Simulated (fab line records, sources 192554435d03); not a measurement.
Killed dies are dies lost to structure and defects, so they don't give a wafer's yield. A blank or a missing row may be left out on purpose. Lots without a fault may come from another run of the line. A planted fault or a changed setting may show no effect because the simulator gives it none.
Chamber matching | flow n5_finfet | N5_HKMG_FIN_DESCUM_53 on rie_diel-04: 4 sister chambers
The step chemistry O2, time 7.9 s. 8 wafers are shown with their chamber, then 11 later ones without.

WAFERS WITH THEIR CHAMBER
wafer  | chamber | drypump_motor_current_A (A) | throttle_valve_pct (%)
L081.1 | 1       | 6.1                         | 20.33
L082.3 | 0       | 5.5                         | 20.37
L083.5 | 3       | 5.6                         | 20.71
L083.6 | 2       | 5.8                         | 20.52
L084.3 | 1       | 6.1                         | 20.32
L084.5 | 3       | 5.7                         | 20.72
L084.6 | 2       | 5.8                         | 20.52
L086.1 | 0       | 5.5                         | 20.37

WAFERS WITHOUT THEIR CHAMBER
wafer  | drypump_motor_current_A (A) | throttle_valve_pct (%)
L086.3 | 5.8                         | 20.50
L086.4 | 5.7                         | 20.71
L088.2 | 6.1                         | 20.34
L088.5 | 5.8                         | 20.52
L088.6 | 6.1                         | 20.35
L090.1 | 6.1                         | 20.34
L090.2 | 5.8                         | 20.52
L090.3 | 5.7                         | 20.73
L097.2 | 5.7                         | 20.76
L097.3 | 5.8                         | 20.54
L097.6 | 5.7                         | 20.76

WHICH CHAMBER EACH WENT THROUGH
wafer  | from the rows above | in truth
L086.3 | 2                   | 2
L086.4 | 3                   | 3
L088.2 | 1                   | 1
L088.5 | 2                   | 2
L088.6 | 1                   | 1
L090.1 | 1                   | 1
L090.2 | 2                   | 2
L090.3 | 3                   | 3
L097.2 | 3                   | 3
L097.3 | 2                   | 2
L097.6 | 3                   | 3
Placed correctly: 11 of 11. Can't be placed from these rows: 0. Placed wrongly: 0.
How it was worked out, from the rows above alone: a wafer's distance from a chamber is the root of the sum, over the readings, of the square of ((its reading less the chamber's mean) divided by the reading's scatter). The wafer belongs to the nearest chamber; if the next one is less than 2 further off, it can't be placed. A chamber's mean is the mean of its shown wafers. The scatter: the root of (the sum of the squares of (reading less its chamber's mean) over the shown wafers, divided by (wafers less chambers)).
